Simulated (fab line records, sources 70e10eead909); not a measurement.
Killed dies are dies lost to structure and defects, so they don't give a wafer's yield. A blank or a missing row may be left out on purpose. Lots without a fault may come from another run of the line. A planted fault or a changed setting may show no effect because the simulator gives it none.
fab line records | flow nand_harc
record lots=11 wafers=33 last_day=32
route steps=1302 shown A_CHANNEL_HOLE_D1@466 END@1302
lots that met no fault: from a run of the same line without faults
start_h: hours from the record's first day to the start of the lot's first wafer shown | wait_h: hours since the lot's step before | " the same as in the row above | L1.1+2: a row that stands for several wafers | - no value, or no start given | * or withheld: withheld | < > ~ a bound
route shown NAME@n: a module of which the file shows steps, and the number in the route of the first | usual: mean/standard deviation of fault-free wafers | same: alike in all rows | chamber/n: place in a boat | sites: the reading at each site | _std_site: their standard deviation | _edge_site: outer sites' mean less inner sites' | radius_mm: how far each site lies from the wafer's centre | mask NAME#n: copy n | behind: the tool/chamber that last shaped the wafer | hold: why the lot was held/for how many hours/how that ended | device: the transistor (n, p or np) that didn't switch | end of line: the same wafers' tests at the end of the route | a step without rows: its recipe alone | killed: dies lost to structure and defects at the first sort, not the wafer's yield | map: a wafer's dies, x killed, . not, _ none there
set.NAME: the setting as run; set.NAME@STEP: as run at that earlier step | model.NAME: the simulator's own value behind a step, which no gauge read
steps of the route over a sample of lots; a table a step, a row a wafer
services: from which hour (start_h, from the record's first day; less than 0 if before it) a tool's chamber was out of use, for how many hours, and why
## steps
# step NHARC_A_CHANNEL_HOLE_D1_ETCH_38
# recipe target_depth_a=390 over_etch_frac=0.3 time_s=65 ion_energy_ev=80 cf4_flow_sccm=150 ar_flow_sccm=0 rf_w=300 bias_w=100 chemistry=CF4
# usual drypump_motor_current_A=5.9/0.42 oes_product_au=0.996/0.0088 rf_vpp_V=150.9/1.3 run_length_s=86.4/0.39 showerhead_plenum_p_Torr=1.74/0.076 throttle_valve_pct=13.284/0.0097
# columns lot.wafer tool chamber start_h wait_h drypump_motor_current_A oes_product_au rf_hours_counter_h rf_vpp_V run_length_s showerhead_plenum_p_Torr throttle_valve_pct
L863.1 rie_diel-05 3 179.88 0.1 5.7 1.005 45 148.6 86.5 1.69 13.282
L863.4 " 0 " " 6.7 1.004 42 149.4 86.9 1.69 13.281
L863.5 " 3 " " 5.7 0.996 - 149.4 86.3 1.69 13.284
L864.1 rie_diel-08 3 185.74 0.1 6.3 1.019 12 152.4 86.1 1.89 13.294
L864.5 " 1 " " 6.2 1.005 - 151.7 86.8 1.71 13.288
L864.6 " 2 " " 5.5 1.012 - 152.0 85.9 1.76 13.301
L865.2 rie_diel-08 2 201.88 0.1 5.6 0.986 0 150.5 85.9 1.76 13.279
L865.4 " 3 " " 6.4 0.988 0 153.2 85.9 1.89 13.297
L865.3 " 1 " " 6.1 1.003 0 151.1 86.8 1.71 13.274
L867.3 rie_diel-08 2 213.22 0.1 5.6 0.991 1 153.1 86.0 1.76 13.296
L867.1 " 1 " " 6.2 0.992 2 150.5 87.4 1.71 13.287
L867.5 " 3 " " 6.4 0.980 - 152.2 85.9 1.89 13.269
L869.4 rie_diel-08 0 242.84 0.1 5.5 0.990 4 150.0 86.4 1.66 13.268
L869.6 " 3 " " 6.3 0.987 - 153.1 86.1 1.89 13.270
L869.5 " 0 " " 5.5 0.994 - 149.6 86.0 1.66 13.279
L878.4 rie_diel-08 1 332.01 0.1 6.2 0.980 - 149.1 86.9 1.71 13.295
L878.3 " 0 " " 5.5 0.994 - 148.8 86.2 1.66 13.288
L878.5 " 1 " " 6.2 0.988 - 150.4 86.8 1.71 13.285
L877.2 rie_diel-08 0 332.48 0.4 5.5 0.999 12 150.0 86.4 1.66 13.274
L877.3 " 1 " " 6.2 0.995 - 150.3 86.8 1.71 13.292
L877.5 " 0 " " 5.5 0.983 - 149.5 86.6 1.66 13.278
L879.3 rie_diel-05 1 340.38 0.1 5.3 1.009 29 148.9 86.2 1.70 13.274
L879.1 " 3 " " 5.8 0.995 29 151.4 86.6 1.68 13.281
L879.6 " 1 " " 5.3 1.018 - 151.2 86.4 1.70 13.295
L883.4 rie_diel-05 2 376.40 0.1 6.2 0.992 40 152.4 86.9 1.80 13.304
L883.1 " 3 " " 5.7 0.993 39 150.0 86.3 1.67 13.303
L883.5 " 2 " " 6.2 0.988 - 152.0 87.3 1.80 13.289
L882.3 rie_diel-04 0 376.85 0.1 6.6 1.010 3 152.1 86.5 1.80 13.291
L882.5 " 1 " " 5.6 1.000 - 152.1 86.2 1.78 13.265
L882.6 " 2 " " 5.5 0.996 - 152.0 86.5 1.73 13.291
L885.1 rie_diel-05 2 394.33 0.1 6.2 1.000 46 152.9 86.6 1.80 13.281
L885.5 " 2 " " 6.2 0.996 - 151.8 86.5 1.80 13.290
L885.6 " 3 " " 5.8 0.996 - 150.1 86.5 1.67 13.280
# step NHARC_A_CHANNEL_HOLE_D1_ETCH_16
# recipe target_depth_a=31000 over_etch_frac=0.3 time_s=806 ion_energy_ev=150 o2_flow_sccm=400 cos_flow_sccm=20 ar_flow_sccm=0 rf_w=500 bias_w=300 chemistry=O2/COS
# usual drypump_motor_current_A=5.9/0.41 oes_product_au=0.995/0.0093 rf_vpp_V=313.2/2.1 run_length_s=827.4/0.42 showerhead_plenum_p_Torr=3.06/0.13 throttle_valve_pct=28.331/0.0097
# columns lot.wafer tool chamber start_h wait_h drypump_motor_current_A oes_product_au rf_hours_counter_h rf_vpp_V run_length_s showerhead_plenum_p_Torr throttle_valve_pct
L863.1 rie_diel-05 0 180.37 - 6.7 1.001 43 310.7 827.7 2.97 28.346
L863.4 " 1 " " 5.3 0.991 43 311.1 827.2 3.02 28.320
L863.5 " 3 " " 5.8 1.003 - 312.3 827.6 2.98 28.338
L864.1 rie_diel-08 0 186.46 - 5.5 1.013 13 312.3 827.5 2.93 28.327
L864.6 " 0 " " 5.5 1.009 - 312.9 827.3 2.93 28.315
L864.5 " 1 " " 6.2 0.994 - 312.8 828.0 3.02 28.324
L865.4 rie_diel-08 0 202.32 - 5.5 0.993 0 310.4 827.1 2.93 28.331
L865.3 " 1 " " 6.2 1.001 0 312.5 828.4 3.02 28.341
L865.2 " 3 " " 6.4 0.991 0 315.9 826.9 3.34 28.338
L867.3 rie_diel-08 1 213.66 - 6.2 0.990 2 311.0 828.3 3.02 28.318
L867.1 " 2 " " 5.6 0.996 2 313.9 827.2 3.10 28.330
L867.5 " 1 " " 6.2 0.976 - 313.0 827.6 3.02 28.342
L869.4 rie_diel-08 1 243.39 - 6.2 0.997 4 312.4 828.1 3.01 28.340
L869.6 " 3 " " 6.3 0.986 - 318.0 826.8 3.34 28.334
L869.5 " 0 " " 5.5 0.996 - 310.0 827.0 2.93 28.318
L878.4 rie_diel-08 1 333.19 0.5 6.2 1.003 - 313.3 589.8 3.01 28.317
L878.3 " 0 " " 5.5 0.995 - 310.0 589.2 2.93 28.316
L878.5 " 0 " " 5.5 1.001 - 311.1 827.1 2.93 28.325
L877.2 rie_diel-08 1 333.83 - 6.2 0.979 13 311.9 827.8 3.01 28.335
L877.3 " 2 " " 5.6 0.980 10 314.0 589.0 3.10 28.338
L877.5 " 0 " " 5.5 0.983 - 312.1 827.0 2.93 28.342
L879.1 rie_diel-05 0 340.93 - 6.7 1.015 30 311.2 827.4 2.95 28.343
L879.3 " 1 " " 5.3 1.009 29 312.8 827.6 3.00 28.310
L879.6 " 3 " " 5.8 0.992 - 311.5 827.5 2.96 28.336
L883.4 rie_diel-05 0 376.95 - 6.7 1.003 40 309.9 827.3 2.95 28.325
L883.1 " 1 " " 5.3 0.992 39 313.0 827.6 2.99 28.338
L883.5 " 3 " " 5.8 0.989 - 313.5 827.4 2.95 28.324
L882.3 rie_diel-04 0 377.36 - 6.6 1.019 3 315.4 827.4 3.18 28.327
L882.5 " 0 " " 6.6 1.016 - 314.7 827.3 3.18 28.330
L882.6 " 1 " " 5.7 1.005 - 315.5 826.7 3.15 28.350
L885.1 rie_diel-05 0 394.82 - 6.7 1.003 46 311.9 827.8 2.94 28.322
L885.5 " 0 " " 6.7 1.003 - 312.3 827.4 2.94 28.336
L885.6 " 1 " " 5.3 1.002 - 312.8 827.5 2.99 28.331
# step NHARC_A_CHANNEL_HOLE_D1_ETCH_20
# recipe bias_v=3000 source_w=withheld pressure_mtorr=20 time_s=361.9 ar_flow_sccm=375 c4f8_flow_sccm=89.3 o2_flow_sccm=35.7 temp_c=-20 target_depth_a=16000 chemistry=C4F8/O2/Ar
# usual drypump_motor_current_A=5.3/0.47 run_length_s=346.9/0 showerhead_plenum_p_Torr=3.70/0.067 throttle_valve_pct=32.155/0.0097
# columns lot.wafer tool chamber start_h wait_h drypump_motor_current_A rf_hours_counter_h run_length_s showerhead_plenum_p_Torr throttle_valve_pct
L863.1 har_etch-02 1 181.07 0.1 5.2 287 346.9 3.77 32.146
L863.4 " 0 " " 4.8 - 346.9 3.66 32.153
L863.5 " 0 " " 4.8 - 346.9 3.67 32.158
L864.1 har_etch-02 0 187.23 0.1 4.8 291 346.9 3.66 32.151
L864.6 " 0 " " 4.8 - 346.9 3.66 32.161
L864.5 " 1 " " 5.1 - 346.9 3.77 32.156
L865.2 har_etch-02 0 203.13 0.1 4.8 302 346.9 3.66 32.145
L865.3 " 1 " " 5.2 - 346.9 3.76 32.151
L865.4 " 0 " " 4.8 - 346.9 3.66 32.154
L867.1 har_etch-02 0 214.48 0.1 4.8 310 346.9 3.65 32.164
L867.3 " 0 " " 4.8 - 346.9 3.65 32.156
L867.5 " 1 " " 5.2 - 346.9 3.76 32.149
L869.4 har_etch-01 0 244.20 0.2 5.7 - 346.9 3.72 32.157
L869.5 " 1 " " 6.1 - 346.9 3.69 32.156
L869.6 " 0 " " 5.8 - 346.9 3.72 32.142
L878.3 har_etch-02 1 334.16 0.2 5.1 - 346.9 3.72 32.173
L878.4 " 0 " " 4.8 - 346.9 3.62 32.155
L878.5 " 1 " " 5.1 - 346.9 3.72 32.150
L877.2 har_etch-01 0 334.69 0.1 5.7 172 346.9 3.69 32.141
L877.3 " 0 " " 5.7 - 346.9 3.69 32.161
L877.5 " 1 " " 6.1 - 346.9 3.66 32.150
L879.1 har_etch-01 0 341.63 0.1 5.7 176 346.9 3.68 32.151
L879.3 " 0 " " 5.7 - 346.9 3.68 32.163
L879.6 " 1 " " 6.1 - 346.9 3.66 32.157
L883.1 har_etch-01 1 377.61 0.1 6.1 202 346.9 3.64 32.170
L883.4 " 1 " " 6.1 - 346.9 3.64 32.146
L883.5 " 0 " " 5.7 - 346.9 3.67 32.141
L882.3 har_etch-02 0 378.24 0.2 4.8 - 346.9 3.60 32.159
L882.6 " 0 " " 4.8 - 346.9 3.60 32.157
L882.5 " 1 " " 5.1 - 346.9 3.71 32.174
L885.1 har_etch-02 1 399.37 0.1 5.2 0 346.9 3.71 32.161
L885.5 " 0 " " 4.8 - 346.9 3.93 32.169
L885.6 " 1 " " 5.1 - 346.9 3.71 32.164
# step NHARC_A_CHANNEL_HOLE_D1_ETCH_25
# recipe bias_v=5000 source_w=withheld pressure_mtorr=20 time_s=1040.2 ar_flow_sccm=375 c4f8_flow_sccm=93.8 o2_flow_sccm=31.2 temp_c=-20 target_depth_a=15000 chemistry=C4F8/O2/Ar
# usual drypump_motor_current_A=5.3/0.47 run_length_s=1025.2/0 showerhead_plenum_p_Torr=3.69/0.066 throttle_valve_pct=32.236/0.0093
# columns lot.wafer tool chamber start_h wait_h drypump_motor_current_A rf_hours_counter_h run_length_s showerhead_plenum_p_Torr throttle_valve_pct
L863.1 har_etch-02 1 183.84 0.6 5.1 290 1025.2 3.77 32.230
L863.4 " 0 " " 4.8 - 1025.2 3.66 32.251
L863.5 " 0 " " 4.8 - 1025.2 3.66 32.240
L864.1 har_etch-02 0 190.02 0.6 4.8 294 1025.2 3.66 32.228
L864.6 " 0 " " 4.8 - 1025.2 3.66 32.243
L864.5 " 1 " " 5.2 - 1025.2 3.76 32.228
L865.2 har_etch-02 0 205.98 0.6 4.8 305 1025.2 3.65 32.232
L865.3 " 1 " " 5.1 - 1025.2 3.76 32.233
L865.4 " 0 " " 4.8 - 1025.2 3.65 32.237
L867.1 har_etch-02 0 217.35 0.7 4.8 313 1025.2 3.65 32.226
L867.3 " 0 " " 4.8 - 1025.2 3.65 32.239
L867.5 " 1 " " 5.1 - 1025.2 3.75 32.247
L869.4 har_etch-01 0 247.27 0.7 5.7 - 1025.2 3.71 32.244
L869.5 " 1 " " 6.1 - 1025.2 3.68 32.260
L869.6 " 0 " " 5.7 - 1025.2 3.71 32.227
L878.3 har_etch-02 1 337.13 0.7 5.2 - 1025.2 3.72 32.248
L878.4 " 0 " " 4.8 - 1025.2 3.61 32.237
L878.5 " 1 " " 5.1 - 1025.2 3.72 32.221
L877.2 har_etch-01 0 337.57 0.7 5.7 175 1025.2 3.68 32.234
L877.3 " 0 " " 5.7 - 1025.2 3.68 32.223
L877.5 " 1 " " 6.0 - 1025.2 3.65 32.250
L879.1 har_etch-01 0 344.52 0.7 5.7 179 1025.2 3.68 32.235
L879.3 " 0 " " 5.7 - 1025.2 3.68 32.234
L879.6 " 1 " " 6.1 - 1025.2 3.65 32.229
L883.1 har_etch-01 1 380.38 0.6 6.1 205 1025.2 3.64 32.235
L883.4 " 1 " " 6.1 - 1025.2 3.64 32.247
L883.5 " 0 " " 5.7 - 1025.2 3.66 32.253
L882.3 har_etch-02 0 381.23 0.7 4.8 - 1025.2 3.59 32.235
L882.6 " 0 " " 4.8 - 1025.2 3.59 32.232
L882.5 " 1 " " 5.1 - 1025.2 3.71 32.235
L885.1 har_etch-02 1 402.24 0.6 5.1 3 1025.2 3.70 32.229
L885.5 " 0 " " 4.8 - 1025.2 3.93 32.247
L885.6 " 1 " " 5.1 - 1025.2 3.70 32.249
# step NHARC_END_SORT_01
# recipe temp_c=25
# usual killed_at_array=62/15 killed_at_other=0.8/1 killed_at_periphery=3.7/2.6 killed_dies=66/15 killed_open=3.1/1.8 killed_short=2.6/1.7
# same gross_dies=677
# columns lot.wafer tool chamber start_h wait_h hold killed_at_array killed_at_other killed_at_periphery killed_dies killed_open killed_short
L864.1 prober-01 0 557.87 2.5 - 61 0 1 62 6 1
L864.5 prober-01 0 561.05 3.7 - 62 0 2 64 5 2
L864.6 prober-01 0 561.85 4.0 - 62 0 1 63 2 4
L863.1 prober-01 0 565.63 2.5 - 55 0 4 59 2 5
L863.4 prober-01 0 568.07 3.4 - 70 2 8 80 2 2
L863.5 prober-01 0 568.89 3.8 - 58 1 5 64 3 3
L865.2 prober-02 0 575.23 2.8 - 84 2 6 92 1 1
L865.3 prober-02 0 576.03 3.1 - 67 3 3 73 2 1
L865.4 prober-02 0 576.83 3.4 - 76 1 3 80 4 4
L867.1 prober-01 0 600.28 2.5 - 89 0 6 95 3 2
L867.3 prober-01 0 601.89 3.1 - 95 0 1 96 7 2
L867.5 prober-01 0 603.49 3.7 - 76 0 2 78 3 3
L869.4 prober-02 0 649.87 3.4 - 79 0 5 84 5 3
L869.5 prober-02 0 650.66 3.7 - 87 1 0 88 6 2
L869.6 prober-02 0 651.45 4.0 - 72 1 2 75 3 0
L879.1 prober-02 0 713.81 2.5 - 61 1 5 67 7 5
L879.3 prober-02 0 715.40 3.1 - 55 0 7 62 5 3
L879.6 prober-02 0 717.78 4.0 - 51 1 7 59 5 5
L878.3 prober-01 0 715.44 3.1 await_dispo/3.2h/release 673 3 1 677 0 1
L878.4 prober-01 0 716.24 3.4 await_dispo/3.2h/release 672 4 1 677 0 3
L878.5 prober-01 0 717.03 3.7 await_dispo/3.2h/release 43 3 3 49 4 3
L877.2 prober-01 0 733.44 2.8 await_dispo/6.1h/release 71 1 5 77 3 4
L877.3 prober-01 0 734.24 3.1 await_dispo/6.1h/release 670 0 7 677 1 3
L877.5 prober-01 0 735.83 3.7 await_dispo/6.1h/release 60 0 3 63 5 2
L883.1 prober-01 0 747.54 2.5 - 56 3 3 62 2 0
L883.4 prober-01 0 749.94 3.4 - 81 2 4 87 6 4
L883.5 prober-01 0 750.74 3.7 - 87 0 6 93 2 6
L885.1 prober-01 0 775.21 2.5 - 40 4 7 51 2 5
L885.5 prober-01 0 778.42 3.7 - 58 0 5 63 2 8
L885.6 prober-01 0 779.22 4.0 - 44 1 5 50 2 1
L882.3 prober-02 0 776.75 3.1 - 83 0 5 88 7 3
L882.5 prober-02 0 778.36 3.7 - 73 0 4 77 3 2
L882.6 prober-02 0 779.16 4.0 - 70 0 13 83 2 4
# killed by level:class
L864.1 A_CHANNEL_HOLE_D1:chamber_film_flake=28 A_CHANNEL_HOLE_D2:chamber_film_flake=10 A_STAIRCASE:chamber_film_flake=10 A_WL_FILL:chamber_film_flake=3 A_CONTACT:chamber_film_flake=2 P_CONTACT:geometric_particle:open=1 A_CHANNEL_FILL_D1:geometric_particle:open=1 A_CHANNEL_FILL_D1:geometric_particle:short=1
L864.5 A_CHANNEL_HOLE_D1:chamber_film_flake=26 A_CHANNEL_HOLE_D2:chamber_film_flake=13 A_STAIRCASE:chamber_film_flake=11 A_CONTACT:chamber_film_flake=3 P_M0:geometric_particle:open=1 A_CHANNEL_HOLE_D2:geometric_particle:open=1 A_CHANNEL_FILL_D2:geometric_particle:open=1 A_SLIT:geometric_particle:open=1
L864.6 A_CHANNEL_HOLE_D1:chamber_film_flake=34 A_STAIRCASE:chamber_film_flake=14 A_CHANNEL_HOLE_D2:chamber_film_flake=3 A_CONTACT:chamber_film_flake=2 A_BLC:chamber_film_flake=2 P_M2:geometric_particle:short=1 A_CHANNEL_HOLE_D1:geometric_particle:open=1 A_CHANNEL_FILL_D2:geometric_particle:short=1
L863.1 A_CHANNEL_HOLE_D2:chamber_film_flake=22 A_CHANNEL_HOLE_D1:chamber_film_flake=16 P_CONTACT:chamber_film_flake=3 A_CHANNEL_FILL_D1:chamber_film_flake=3 A_ONON_D1:geometric_particle:short=2 A_WL_FILL:geometric_particle:short=2 A_ZERO_WELL:chamber_film_flake=2 A_STAIRCASE:chamber_film_flake=2
L863.4 A_CHANNEL_HOLE_D1:chamber_film_flake=37 A_CHANNEL_HOLE_D2:chamber_film_flake=24 P_GATE:chamber_film_flake=3 P_CONTACT:chamber_film_flake=3 A_CHANNEL_FILL_D1:chamber_film_flake=2 A_WL_FILL:chamber_film_flake=2 A_CONTACT:chamber_film_flake=2 P_GATE:geometric_particle:short=1
L863.5 A_CHANNEL_HOLE_D1:chamber_film_flake=28 A_CHANNEL_HOLE_D2:chamber_film_flake=17 A_WL_FILL:chamber_film_flake=3 A_CONTACT:chamber_film_flake=3 A_STAIRCASE:chamber_film_flake=2 P_GATE:geometric_particle:short=1 P_M0:geometric_particle:open=1 P_M1:geometric_particle:open=1
L865.2 A_CHANNEL_HOLE_D1:chamber_film_flake=37 A_SLIT:chamber_film_flake=30 A_CHANNEL_HOLE_D2:chamber_film_flake=6 A_CONTACT:chamber_film_flake=4 P_CONTACT:chamber_film_flake=3 P_M1:chamber_film_flake=3 A_STAIRCASE:chamber_film_flake=2 A_WL_FILL:chamber_film_flake=2
L865.3 A_SLIT:chamber_film_flake=30 A_CHANNEL_HOLE_D1:chamber_film_flake=29 A_CHANNEL_HOLE_D2:chamber_film_flake=3 THIN_TSV:chamber_film_flake=3 A_DECK1_JOINT:chamber_film_flake=2 P_STI:geometric_particle:short=1 A_CHANNEL_FILL_D2:geometric_particle:open=1 A_M1:geometric_particle:open=1
L865.4 A_CHANNEL_HOLE_D1:chamber_film_flake=37 A_SLIT:chamber_film_flake=22 A_CHANNEL_HOLE_D2:chamber_film_flake=5 A_WL_FILL:chamber_film_flake=3 A_DECK1_JOINT:chamber_film_flake=2 P_M0:geometric_particle:short=1 P_M1:geometric_particle:open=1 A_ONON_D1:geometric_particle:short=1
L867.1 A_CHANNEL_HOLE_D1:chamber_film_flake=38 A_SLIT:chamber_film_flake=28 A_CHANNEL_HOLE_D2:chamber_film_flake=13 P_ZERO_WELL:chamber_film_flake=2 P_STI:chamber_film_flake=2 P_GATE:chamber_film_flake=2 A_CONTACT:chamber_film_flake=2 A_ONON_D1:geometric_particle:open=1
L867.3 A_CHANNEL_HOLE_D1:chamber_film_flake=36 A_SLIT:chamber_film_flake=27 A_CHANNEL_HOLE_D2:chamber_film_flake=15 A_M0:geometric_particle:open=2 A_DECK1_JOINT:chamber_film_flake=2 A_CONTACT:chamber_film_flake=2 A_BLC:chamber_film_flake=2 P_M0:geometric_particle:open=1
L867.5 A_CHANNEL_HOLE_D1:chamber_film_flake=31 A_SLIT:chamber_film_flake=23 A_CHANNEL_HOLE_D2:chamber_film_flake=7 A_ZERO_WELL:chamber_film_flake=3 A_CONTACT:chamber_film_flake=3 A_M0:geometric_particle:open=2 P_M1:geometric_particle:short=1 A_ONON_D1:geometric_particle:short=1
L869.4 A_CHANNEL_HOLE_D2:chamber_film_flake=33 A_SLIT:chamber_film_flake=30 P_STI:chamber_film_flake=3 A_CHANNEL_HOLE_D1:chamber_film_flake=3 A_DECK1_JOINT:chamber_film_flake=3 A_ONON_D1:geometric_particle:open=2 A_ONON_D2:geometric_particle:short=2 A_M0:chamber_film_flake=2
L869.5 A_SLIT:chamber_film_flake=36 A_CHANNEL_HOLE_D2:chamber_film_flake=32 A_CHANNEL_HOLE_D1:chamber_film_flake=5 A_STAIRCASE:chamber_film_flake=3 A_M0:geometric_particle:open=2 A_CHANNEL_FILL_D2:chamber_film_flake=2 A_DECK1_JOINT:geometric_particle:short=1 A_DECK1_JOINT:geometric_particle:open=1
L869.6 A_SLIT:chamber_film_flake=32 A_CHANNEL_HOLE_D2:chamber_film_flake=27 A_CHANNEL_HOLE_D1:chamber_film_flake=4 A_CONTACT:chamber_film_flake=3 A_CONTACT:geometric_particle:open=2 A_STAIRCASE:chamber_film_flake=2 P_GATE:geometric_particle:open=1 P_GATE:chamber_film_flake=1
L879.1 A_SLIT:chamber_film_flake=34 A_CHANNEL_HOLE_D1:chamber_film_flake=10 A_BLC:chamber_film_flake=3 A_STAIRCASE:chamber_film_flake=3 P_GATE:geometric_particle:open=2 A_ONON_D2:geometric_particle:short=2 A_ONON_D2:geometric_particle:open=2 P_BONDPAD:chamber_film_flake=2
L879.3 A_SLIT:chamber_film_flake=29 A_CHANNEL_HOLE_D1:chamber_film_flake=10 A_STAIRCASE:chamber_film_flake=5 P_CONTACT:geometric_particle:open=2 P_GATE:chamber_film_flake=2 P_BONDPAD:chamber_film_flake=2 A_BLC:chamber_film_flake=2 P_M0:geometric_particle:open=1
L878.3 A_CHANNEL_HOLE_D1:area_etch=637 A_CHANNEL_HOLE_D1:chamber_film_flake=23 A_STAIRCASE:chamber_film_flake=3 A_SLIT:chamber_film_flake=3 A_CONTACT:chamber_film_flake=3 THIN_TSV:chamber_film_flake=3 A_WL_FILL:geometric_particle:short=1 P_GATE:chamber_film_flake=1
L878.4 A_CHANNEL_HOLE_D1:area_etch=613 A_CHANNEL_HOLE_D1:chamber_film_flake=37 A_CHANNEL_FILL_D2:chamber_film_flake=5 A_BLC:chamber_film_flake=4 THIN_TSV:chamber_film_flake=4 A_STAIRCASE:chamber_film_flake=3 A_CONTACT:chamber_film_flake=3 A_WL_FILL:geometric_particle:short=2
L878.5 A_CHANNEL_HOLE_D1:chamber_film_flake=23 A_STAIRCASE:chamber_film_flake=7 A_SLIT:chamber_film_flake=3 THIN_TSV:chamber_film_flake=3 A_DECK1_JOINT:chamber_film_flake=2 P_ZERO_WELL:geometric_particle:open=1 A_ONON_D1:geometric_particle:open=1 A_CHANNEL_FILL_D1:geometric_particle:short=1
L879.6 A_SLIT:chamber_film_flake=24 A_CHANNEL_HOLE_D1:chamber_film_flake=10 A_STAIRCASE:chamber_film_flake=5 P_BONDPAD:chamber_film_flake=4 P_M1:geometric_particle:open=2 A_ONON_D2:geometric_particle:short=2 A_CONTACT:geometric_particle:open=2 A_BLC:chamber_film_flake=2
L877.2 A_SLIT:chamber_film_flake=25 A_CHANNEL_HOLE_D2:chamber_film_flake=19 A_CHANNEL_HOLE_D1:chamber_film_flake=11 A_CONTACT:chamber_film_flake=8 P_BONDPAD:chamber_film_flake=2 A_STAIRCASE:chamber_film_flake=2 P_GATE:geometric_particle:short=1 P_CONTACT:geometric_particle:short=1
L877.3 A_CHANNEL_HOLE_D1:area_etch=600 A_SLIT:chamber_film_flake=28 A_CHANNEL_HOLE_D2:chamber_film_flake=22 A_CONTACT:chamber_film_flake=6 P_BONDPAD:chamber_film_flake=5 A_STAIRCASE:chamber_film_flake=4 A_CHANNEL_HOLE_D1:chamber_film_flake=3 A_ZERO_WELL:chamber_film_flake=2
L877.5 A_SLIT:chamber_film_flake=23 A_CHANNEL_HOLE_D2:chamber_film_flake=23 A_CONTACT:chamber_film_flake=5 A_SGD_CUT:geometric_particle:open=2 P_GATE:chamber_film_flake=2 A_CHANNEL_HOLE_D1:chamber_film_flake=2 P_CONTACT:geometric_particle:open=1 A_CHANNEL_FILL_D1:geometric_particle:short=1
L883.1 A_CHANNEL_HOLE_D2:chamber_film_flake=20 A_SLIT:chamber_film_flake=15 A_CHANNEL_HOLE_D1:chamber_film_flake=12 P_BONDPAD:chamber_film_flake=3 A_STAIRCASE:chamber_film_flake=3 A_WL_FILL:chamber_film_flake=3 THIN_TSV:chamber_film_flake=3 A_CHANNEL_FILL_D2:geometric_particle:open=1
L883.4 A_SLIT:chamber_film_flake=31 A_CHANNEL_HOLE_D1:chamber_film_flake=14 A_CHANNEL_HOLE_D2:chamber_film_flake=13 A_STAIRCASE:chamber_film_flake=7 A_WL_FILL:chamber_film_flake=3 A_CHANNEL_HOLE_D1:geometric_particle:open=2 A_M0:geometric_particle:open=2 P_BONDPAD:chamber_film_flake=2
L883.5 A_CHANNEL_HOLE_D2:chamber_film_flake=30 A_SLIT:chamber_film_flake=29 A_CHANNEL_HOLE_D1:chamber_film_flake=8 A_STAIRCASE:chamber_film_flake=8 P_BONDPAD:chamber_film_flake=4 A_WL_FILL:chamber_film_flake=4 A_ONON_D1:geometric_particle:short=2 A_CONTACT:chamber_film_flake=2
L885.1 A_SLIT:chamber_film_flake=31 P_GATE:chamber_film_flake=4 P_STI:chamber_film_flake=3 STARTING-WAFER:geometric_particle:short=2 A_STAIRCASE:chamber_film_flake=2 THIN_TSV:chamber_film_flake=2 A_CHANNEL_HOLE_D1:geometric_particle:short=1 A_CHANNEL_FILL_D1:geometric_particle:open=1
L882.3 A_CHANNEL_HOLE_D1:chamber_film_flake=35 A_CHANNEL_HOLE_D2:chamber_film_flake=26 A_BONDPAD:chamber_film_flake=6 A_SLIT:chamber_film_flake=3 A_STAIRCASE:chamber_film_flake=3 A_CONTACT:chamber_film_flake=3 P_GATE:geometric_particle:open=2 A_ONON_D2:geometric_particle:short=2
L882.5 A_CHANNEL_HOLE_D2:chamber_film_flake=26 A_CHANNEL_HOLE_D1:chamber_film_flake=25 A_CONTACT:chamber_film_flake=7 P_CONTACT:chamber_film_flake=3 A_SLIT:chamber_film_flake=3 A_ONON_D2:geometric_particle:open=2 A_BONDPAD:chamber_film_flake=2 A_BLC:chamber_film_flake=2
L885.5 A_SLIT:chamber_film_flake=37 P_STI:chamber_film_flake=3 A_CHANNEL_HOLE_D1:chamber_film_flake=3 A_CONTACT:chamber_film_flake=3 A_DECK1_JOINT:geometric_particle:short=2 A_ZERO_WELL:chamber_film_flake=2 A_STAIRCASE:chamber_film_flake=2 P_CONTACT:geometric_particle:open=1
L882.6 A_CHANNEL_HOLE_D1:chamber_film_flake=33 A_CHANNEL_HOLE_D2:chamber_film_flake=21 P_M1:chamber_film_flake=7 A_CONTACT:chamber_film_flake=7 A_SLIT:chamber_film_flake=4 P_CONTACT:chamber_film_flake=3 P_ZERO_WELL:geometric_particle:short=1 P_CONTACT:geometric_particle:short=1
L885.6 A_SLIT:chamber_film_flake=35 P_GATE:chamber_film_flake=5 A_CHANNEL_HOLE_D1:unspecified=2 A_STAIRCASE:chamber_film_flake=2 A_SGD_CUT:geometric_particle:open=1 A_WL_FILL:geometric_particle:short=1 A_CONTACT:geometric_particle:open=1 A_DECK1_JOINT:chamber_film_flake=1
## services
# columns tool chamber start_h hours kind
rie_diel-05 0 174.01 4.1 repair
rie_diel-04 - 180.72 9.0 pm
rie_diel-05 0 185.82 1.2 repair
rie_diel-08 - 190.80 9.0 pm
rie_diel-04 1 213.66 2.2 repair
rie_diel-05 - 229.66 9.0 pm
rie_diel-08 - 235.63 0.2 repair
rie_diel-05 3 264.60 8.2 repair
rie_diel-08 - 267.18 4.9 repair
rie_diel-08 1 282.07 4.5 repair
rie_diel-05 - 296.14 1.3 repair
rie_diel-05 - 313.51 12.1 repair
rie_diel-08 2 317.57 15.8 repair
rie_diel-08 3 318.71 36.2 repair
har_etch-02 1 349.67 - consumable_replace:focus_ring
har_etch-02 1 349.67 17.0 scheduled_down
rie_diel-08 0 351.33 5.7 repair
rie_diel-04 - 357.72 9.0 pm
rie_diel-08 - 367.80 9.0 pm
rie_diel-05 - 379.33 0.6 repair
rie_diel-08 3 381.38 3.0 repair
har_etch-02 - 382.21 17.0 pm
rie_diel-05 2 387.19 2.6 repair
rie_diel-04 2 396.83 6.5 repair
## key
first_sign step=NHARC_A_CHANNEL_HOLE_D1_ETCH_16 reading=run_length_s direction=down sigmas=99+ usual=* struck=*
effect step=NHARC_END_SORT_01 reading=killed_at_array direction=up sigmas=40 usual=62 struck=672
more_kills_born_at NHARC_A_CHANNEL_HOLE_D1_ETCH_16@rie_diel-08=1850
met_at NHARC_A_CHANNEL_HOLE_D1_ETCH_16
struck_lots L877,L878
struck_wafers L877.3,L878.3,L878.4
later_rows_left_out L877.3,L878.3,L878.4
tester_left_out L877,L878
not_acting_at NHARC_A_CHANNEL_HOLE_D1_ETCH_38,NHARC_A_CHANNEL_HOLE_D1_ETCH_20,NHARC_A_CHANNEL_HOLE_D1_ETCH_25
onset_between 243.39 333.19
fault kind=process_parameter_drift tool=rie_diel-08 chamber=- onset_h=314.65 steps=NHARC_A_CHANNEL_HOLE_D1_ETCH_16 channel=time_s offset=* shape=step end_h=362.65 scope=struck_wafers_only acts_in=* stated=*
# tester_left_out: of these lots the tester's yield and bins aren't shown, on N5 and GAA mostly nor the transistor test; their killed dies are dies lost to structure and defects alone, not to doping, threshold or leakage, so they don't give the yield
# later_rows_left_out: the simulator's readings of these wafers behind a module that went badly wrong aren't trusted and aren't shown, but for the sort
